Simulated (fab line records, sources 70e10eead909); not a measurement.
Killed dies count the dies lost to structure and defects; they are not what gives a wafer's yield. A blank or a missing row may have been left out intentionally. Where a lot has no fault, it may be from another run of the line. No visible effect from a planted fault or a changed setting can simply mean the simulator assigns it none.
fab line records ; flow nand-harc
record lots=13; wafers=39; last-day=34
route steps=1302 shown A_BLC@1117 END@1302
lots untouched by any fault: they come from a run of this same line in which no faults occurred
start-h: start of the lot's first displayed wafer, in hours after the record's first day ; wait-h: how many hours have passed since the lot's step before this one ; " identical to the entry in the row above ; L1.1+2: a row that stands for several wafers ; - no value, or no start given ; * or withheld: withheld ; < > ~ a bound
route shown NAME@n: NAME is a module with steps in the file, n the number in the route of the first one ; usual: mean and standard deviation over wafers with no fault ; same: alike in all rows ; chamber/n: place in a boat ; sites: each site's reading ; _std_site: standard deviation across them ; _edge_site: outer sites' mean less inner sites' ; radius-mm: for every site, how far away it sits from the centre of the wafer ; mask NAME#n: copy n ; behind: the last tool/chamber to shape the wafer ; hold: what put the lot on hold/how long, in hours/how the hold closed ; device: transistor that didn't switch, given as n, p or np ; end of line: the same wafers' tests at the end of the route ; where a step has no rows: the recipe by itself ; killed: the dies lost at the first sort to structure and to defects; this is not the yield of the wafer ; map: dies across one wafer; x = killed, . = not, _ = none there
set.NAME: the setting that was run; set.NAME@STEP: the one run at that earlier step ; model.NAME: the simulator's own value behind a step, which no gauge read
one table for each step of the route and one row for each wafer, over a sample of lots
services: when a tool's chamber went out of use (start-h, in hours from the record's first day, below 0 if earlier), for how many hours, and the reason
## steps
# step NHARC_A_BLC_CD_MEAS_10
# recipe target-cd-nm=100; landing-energy-ev=500
# usual cd-nm=99.8/0.56
lot.wafer;tool;chamber;start-h;wait-h;cd-nm
L663.1;cd-sem-01;0;501.61;-;100.2
L663.2;cd-sem-01;0;501.61;-;100.8
L663.6;cd-sem-01;0;501.61;-;100.8
L664.3;cd-sem-01;0;539.87;-;100.8
L664.4;cd-sem-01;0;539.87;-;100.5
L664.6;cd-sem-01;0;539.87;-;101.0
L666.2;cd-sem-02;0;544.41;-;99.7
L666.3;cd-sem-02;0;544.41;-;100.0
L666.4;cd-sem-02;0;544.41;-;99.8
L668.4;cd-sem-01;0;567.85;-;99.2
L668.5;cd-sem-01;0;567.85;-;100.1
L668.6;cd-sem-01;0;567.85;-;98.9
L669.1;cd-sem-01;0;589.51;-;99.1
L669.2;cd-sem-01;0;589.51;-;99.6
L669.5;cd-sem-01;0;589.51;-;99.5
L671.3;cd-sem-03;0;606.86;-;100.1
L671.5;cd-sem-03;0;606.86;-;100.0
L671.6;cd-sem-03;0;606.86;-;100.2
L676.1;cd-sem-01;0;644.54;-;100.6
L676.5;cd-sem-01;0;644.54;-;99.4
L676.6;cd-sem-01;0;644.54;-;99.9
L678.3;cd-sem-03;0;664.50;-;100.3
L678.4;cd-sem-03;0;664.50;-;99.3
L678.5;cd-sem-03;0;664.50;-;99.3
L680.1;cd-sem-02;0;689.81;-;100.6
L680.4;cd-sem-02;0;689.81;-;100.1
L680.6;cd-sem-02;0;689.81;-;100.7
L683.2;cd-sem-03;0;715.18;-;100.2
L683.5;cd-sem-03;0;715.18;-;100.7
L683.6;cd-sem-03;0;715.18;-;99.3
L685.3;cd-sem-03;0;721.81;-;99.3
L685.4;cd-sem-03;0;721.81;-;98.6
L685.6;cd-sem-03;0;721.81;-;99.6
L684.1;cd-sem-03;0;725.75;-;99.4
L684.2;cd-sem-03;0;725.75;-;99.9
L684.3;cd-sem-03;0;725.75;-;99.6
L686.2;cd-sem-02;0;766.62;-;99.1
L686.3;cd-sem-02;0;766.62;-;99.0
L686.4;cd-sem-02;0;766.62;-;99.8
# step NHARC_A_BLC_INSPECT_12
# usual raw-defect-count=76/38
lot.wafer;tool;chamber;start-h;wait-h;raw-defect-count
L663.1;defect-inspect-02;-;501.73;0.0;61
L663.2;defect-inspect-02;-;501.73;0.0;74
L663.6;defect-inspect-02;-;501.73;0.0;66
L664.3;defect-inspect-02;-;539.99;0.0;108
L664.4;defect-inspect-02;-;539.99;0.0;119
L664.6;defect-inspect-02;-;539.99;0.0;112
L666.2;defect-inspect-01;-;544.53;0.0;26
L666.3;defect-inspect-01;-;544.53;0.0;23
L666.4;defect-inspect-01;-;544.53;0.0;22
L668.4;defect-inspect-02;-;567.97;0.0;66
L668.5;defect-inspect-02;-;567.97;0.0;67
L668.6;defect-inspect-02;-;567.97;0.0;73
L669.1;defect-inspect-01;-;589.63;0.0;75
L669.2;defect-inspect-01;-;589.63;0.0;86
L669.5;defect-inspect-01;-;589.63;0.0;76
L671.3;defect-inspect-02;-;606.98;0.0;29
L671.5;defect-inspect-02;-;606.98;0.0;33
L671.6;defect-inspect-02;-;606.98;0.0;24
L676.1;defect-inspect-01;-;644.66;0.0;112
L676.5;defect-inspect-01;-;644.66;0.0;81
L676.6;defect-inspect-01;-;644.66;0.0;105
L678.3;defect-inspect-02;-;664.62;0.0;57
L678.4;defect-inspect-02;-;664.62;0.0;64
L678.5;defect-inspect-02;-;664.62;0.0;71
L680.1;defect-inspect-01;-;689.94;0.0;36
L680.4;defect-inspect-01;-;689.94;0.0;32
L680.6;defect-inspect-01;-;689.94;0.0;28
L683.2;defect-inspect-02;-;715.30;0.0;122
L683.5;defect-inspect-02;-;715.30;0.0;113
L683.6;defect-inspect-02;-;715.30;0.0;120
L685.3;defect-inspect-01;-;721.93;0.0;142
L685.4;defect-inspect-01;-;721.93;0.0;124
L685.6;defect-inspect-01;-;721.93;0.0;127
L684.1;defect-inspect-02;-;725.87;0.0;18
L684.2;defect-inspect-02;-;725.87;0.0;10
L684.3;defect-inspect-02;-;725.87;0.0;15
L686.2;defect-inspect-02;-;766.74;0.0;48
L686.3;defect-inspect-02;-;766.74;0.0;49
L686.4;defect-inspect-02;-;766.74;0.0;53
# step NHARC_A_BLC_ETCH_17
# recipe target-depth-a=3900; over-etch-frac=0.25; time-s=609.38; ion-energy-ev=200; n2-flow-sccm=150; h2-flow-sccm=150; ar-flow-sccm=0; rf-w=400; bias-w=150; chemistry=N2/H2
# usual chamber-pressure-mTorr=30.00/0.03; drypump-motor-current-A=5.6/0.48; oes-product-au=1.002/0.0097; rf-vpp-V=429.8/2.4; run-length-s=630.8/0.38; showerhead-plenum-p-Torr=2.02/0.083; throttle-valve-pct=14.170/0.01
lot.wafer;tool;chamber;start-h;wait-h;chamber-pressure-mTorr;drypump-motor-current-A;oes-product-au;rf-hours-counter-h;rf-vpp-V;run-length-s;showerhead-plenum-p-Torr;throttle-valve-pct
L663.2;rie-diel-08;3;501.97;-;30.04;6.0;1.002;9;431.2;630.8;2.10;14.170
L663.1;rie-diel-08;1;501.97;-;30.02;4.9;1.013;10;429.0;631.2;1.92;14.170
L663.6;rie-diel-08;3;501.97;-;29.99;6.0;1.003;-;432.3;630.4;2.10;14.183
L664.4;rie-diel-12;1;540.23;-;30.02;5.8;1.000;5;429.6;630.1;1.97;14.162
L664.3;rie-diel-12;3;540.23;-;30.02;5.5;0.981;5;429.0;630.6;1.98;14.149
L664.6;rie-diel-12;1;540.23;-;30.01;5.8;0.998;-;429.5;630.5;1.97;14.169
L666.4;rie-diel-12;2;544.76;-;29.98;5.3;1.011;5;429.2;631.0;2.01;14.167
L666.2;rie-diel-12;3;544.76;-;30.01;5.5;0.977;6;428.7;630.9;1.98;14.174
L666.3;rie-diel-12;0;544.76;-;29.98;6.7;1.019;6;431.6;630.4;2.07;14.173
L668.4;rie-diel-08;2;568.33;-;29.99;5.5;1.018;1;425.2;631.1;1.89;14.186
L668.6;rie-diel-08;3;568.33;-;29.99;6.0;1.000;-;432.8;630.8;2.09;14.163
L668.5;rie-diel-08;0;568.33;-;30.01;5.1;0.995;-;433.3;630.9;2.11;14.166
L669.2;rie-diel-08;0;589.90;-;29.98;5.1;1.001;3;431.5;630.3;2.11;14.180
L669.1;rie-diel-08;2;589.90;-;30.00;5.6;1.022;2;426.2;630.9;1.89;14.164
L669.5;rie-diel-08;0;589.90;-;30.02;5.1;0.994;-;430.9;630.2;2.11;14.184
L671.3;rie-diel-08;0;607.31;-;29.96;5.1;0.987;4;431.0;630.6;2.11;14.188
L671.6;rie-diel-08;2;607.31;-;29.96;5.6;1.007;-;425.7;631.0;1.89;14.176
L671.5;rie-diel-08;3;607.31;-;29.97;6.0;0.999;-;432.4;630.8;2.09;14.175
L676.1;rie-diel-08;1;644.90;-;30.03;4.9;1.009;6;427.1;631.0;1.92;14.158
L676.6;rie-diel-08;1;644.90;-;29.98;4.9;1.017;-;426.6;631.3;1.92;14.165
L676.5;rie-diel-08;2;644.90;-;29.97;5.5;1.011;-;425.1;631.0;1.89;14.173
L678.3;rie-diel-08;2;664.86;-;30.02;5.6;1.005;10;426.1;574.5;1.88;14.169
L678.4;rie-diel-08;1;664.86;-;29.95;4.9;1.022;9;427.3;630.8;1.92;14.160
L678.5;rie-diel-08;2;664.86;-;29.96;5.5;1.009;-;426.6;630.8;1.88;14.161
L680.1;rie-diel-08;0;690.22;-;29.96;5.2;0.993;11;431.7;630.7;2.10;14.181
L680.4;rie-diel-08;1;690.22;-;30.00;4.9;1.005;11;426.6;631.4;1.92;14.162
L680.6;rie-diel-08;3;690.22;-;30.03;6.0;0.993;-;431.3;573.9;2.09;14.181
L683.2;rie-diel-12;2;715.63;-;29.98;5.3;1.011;5;430.3;631.3;2.01;14.165
L683.5;rie-diel-12;0;715.63;-;30.02;6.6;1.004;-;430.0;631.0;2.07;14.170
L683.6;rie-diel-12;1;715.63;-;30.03;5.8;1.005;-;427.9;631.1;1.97;14.172
L685.4;rie-diel-12;1;722.17;-;30.05;5.8;1.006;7;427.8;630.2;1.97;14.170
L685.3;rie-diel-12;2;722.17;-;29.94;5.3;1.005;6;430.0;631.4;2.01;14.193
L685.6;rie-diel-12;2;722.17;-;30.02;5.3;1.005;-;429.6;631.0;2.01;14.156
L684.1;rie-diel-12;2;726.11;-;29.98;5.3;0.999;7;429.4;631.2;2.01;14.159
L684.3;rie-diel-12;3;726.11;-;30.05;5.5;0.999;7;428.6;631.0;1.97;14.166
L684.2;rie-diel-12;0;726.11;-;30.02;6.6;1.003;6;429.6;630.9;2.06;14.161
L686.4;rie-diel-08;3;766.98;-;29.96;6.0;0.995;2;431.2;630.4;2.09;14.169
L686.2;rie-diel-08;1;766.98;-;30.01;4.9;1.012;2;427.0;630.8;1.92;14.183
L686.3;rie-diel-08;2;766.98;-;30.05;5.6;1.004;2;426.6;631.0;1.88;14.192
# step NHARC_A_BLC_PVD_32
# recipe target-thk-a=50; chamber-pressure-pa=5; power-w=5000; substrate-temp-c=200; time-s=17.7; material=Ti
# usual throttle-valve-pct=30.1/0.66
# same time-s=17.7
lot.wafer;tool;chamber;start-h;wait-h;throttle-valve-pct
L663.1;pvd-sputter-03;-;-;-;29.8
L663.2;pvd-sputter-03;-;-;-;29.3
L663.6;pvd-sputter-03;-;-;-;29.7
L664.3;pvd-sputter-01;-;-;-;29.5
L664.4;pvd-sputter-01;-;-;-;30.1
L664.6;pvd-sputter-01;-;-;-;29.9
L666.2;pvd-sputter-03;-;-;-;29.4
L666.3;pvd-sputter-03;-;-;-;29.6
L666.4;pvd-sputter-03;-;-;-;30.4
L668.4;pvd-sputter-02;-;-;-;29.7
L668.6;pvd-sputter-02;-;-;-;31.3
L668.5;pvd-sputter-02;-;-;-;29.9
L669.2;pvd-sputter-03;-;-;-;29.8
L669.1;pvd-sputter-03;-;-;-;30.1
L669.5;pvd-sputter-03;-;-;-;29.6
L671.3;pvd-sputter-02;-;-;-;30.4
L671.6;pvd-sputter-02;-;-;-;31.2
L671.5;pvd-sputter-02;-;-;-;31.2
L676.1;pvd-sputter-02;-;-;-;31.0
L676.5;pvd-sputter-02;-;-;-;29.8
L676.6;pvd-sputter-02;-;-;-;31.0
L678.3;pvd-sputter-03;-;-;-;29.5
L678.4;pvd-sputter-03;-;-;-;30.0
L678.5;pvd-sputter-03;-;-;-;29.7
L680.4;pvd-sputter-03;-;-;-;29.7
L680.1;pvd-sputter-03;-;-;-;29.9
L680.6;pvd-sputter-03;-;-;-;29.6
L683.2;pvd-sputter-01;-;-;-;29.8
L683.5;pvd-sputter-01;-;-;-;30.0
L683.6;pvd-sputter-01;-;-;-;29.4
L685.4;pvd-sputter-01;-;-;-;29.6
L685.3;pvd-sputter-01;-;-;-;29.1
L685.6;pvd-sputter-01;-;-;-;30.2
L684.1;pvd-sputter-01;-;-;-;30.1
L684.3;pvd-sputter-01;-;-;-;29.6
L684.2;pvd-sputter-01;-;-;-;29.1
L686.3;pvd-sputter-02;-;-;-;30.2
L686.2;pvd-sputter-02;-;-;-;30.5
L686.4;pvd-sputter-02;-;-;-;29.8
# step NHARC_END_SORT_01
# recipe temp-c=25
# usual killed-at-array=53/21; killed-at-other=1.1/1.5; killed-at-periphery=3.9/2.7; killed-dies=58/21; killed-open=3.4/1.9; killed-short=2.3/1.5
# same gross-dies=677
lot.wafer;tool;chamber;start-h;wait-h;killed-at-array;killed-at-other;killed-at-periphery;killed-dies;killed-open;killed-short
L678.3;prober-01;0;711.79;3.1;40;0;12;52;2;1
L678.4;prober-01;0;712.59;3.4;44;0;5;49;3;3
L678.5;prober-01;0;713.39;3.7;50;0;13;63;5;4
# killed by level:class
L678.3 A_CHANNEL_HOLE_D1:chamber-film-flake=32 P_M0:chamber-film-flake=5 P_GATE:chamber-film-flake=4 A_STAIRCASE:chamber-film-flake=2 P_GATE:geometric-particle:open=1 P_CONTACT:geometric-particle:open=1 A_CHANNEL_FILL_D1:geometric-particle:short=1 P_STI:chamber-film-flake=1
L678.4 A_CHANNEL_HOLE_D1:chamber-film-flake=28 A_STAIRCASE:chamber-film-flake=5 P_GATE:chamber-film-flake=3 A_CONTACT:chamber-film-flake=2 A_BONDPAD:chamber-film-flake=2 P_CONTACT:geometric-particle:short=1 A_ONON_D1:geometric-particle:short=1 A_DECK1_JOINT:geometric-particle:open=1
L678.5 A_CHANNEL_HOLE_D1:chamber-film-flake=37 P_GATE:chamber-film-flake=7 A_STAIRCASE:chamber-film-flake=3 P_GATE:geometric-particle:open=2 A_CHANNEL_HOLE_D2:geometric-particle:open=2 A_SLIT:chamber-film-flake=2 A_WL_FILL:chamber-film-flake=2 P_STI:geometric-particle:short=1
## services
tool;chamber;start-h;hours;kind
pvd-sputter-02;-;499.78;10.0;pm
pvd-sputter-03;-;526.02;10.0;pm
rie-diel-08;0;538.92;8.0;repair
rie-diel-08;-;544.86;9.0;pm
pvd-sputter-02;-;556.57;2.6;repair
pvd-sputter-01;-;567.04;4.9;repair
rie-diel-12;-;567.47;0.2;repair
rie-diel-08;2;574.36;6.6;repair
pvd-sputter-01;-;582.00;10.0;pm
rie-diel-08;1;582.15;21.5;repair
pvd-sputter-01;-;596.46;0.9;repair
pvd-sputter-01;-;598.68;0.8;repair
rie-diel-12;-;622.40;9.0;pm
pvd-sputter-02;-;637.99;2.9;repair
rie-diel-12;0;657.81;24.3;repair
rie-diel-12;1;687.56;3.6;repair
rie-diel-08;3;692.31;3.5;repair
rie-diel-08;2;714.92;9.9;repair
rie-diel-08;-;721.90;9.0;pm
pvd-sputter-03;-;730.00;1.3;repair
rie-diel-12;-;732.71;0.6;repair
rie-diel-08;1;742.69;7.5;repair
rie-diel-08;2;756.76;5.3;repair
rie-diel-12;3;761.87;1.9;repair
## key
first-sign step=NHARC_A_BLC_ETCH_17; reading=run-length-s; direction=down; sigmas=99+; usual=*; struck=*
effect none on later readings
met-at NHARC_A_BLC_ETCH_17
struck-lots L678,L680
struck-wafers L678.3,L680.6
tester-left-out L678,L680
not-acting-at NHARC_A_BLC_CD_MEAS_10,NHARC_A_BLC_INSPECT_12,NHARC_A_BLC_PVD_32
onset-between 644.90 664.86
fault kind=process-parameter-drift; tool=rie-diel-08; chamber=-; onset-h=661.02; steps=NHARC_A_BLC_ETCH_17; channel=time-s; offset=*; shape=step; end-h=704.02; scope=struck-wafers-only; acts-in=*; stated=*
# tester-left-out: of these lots the tester's yield and bins aren't shown, on N5 and GAA mostly nor the transistor test; their killed dies are dies lost to structure and defects alone, not to doping, threshold or leakage, so they don't give the yield
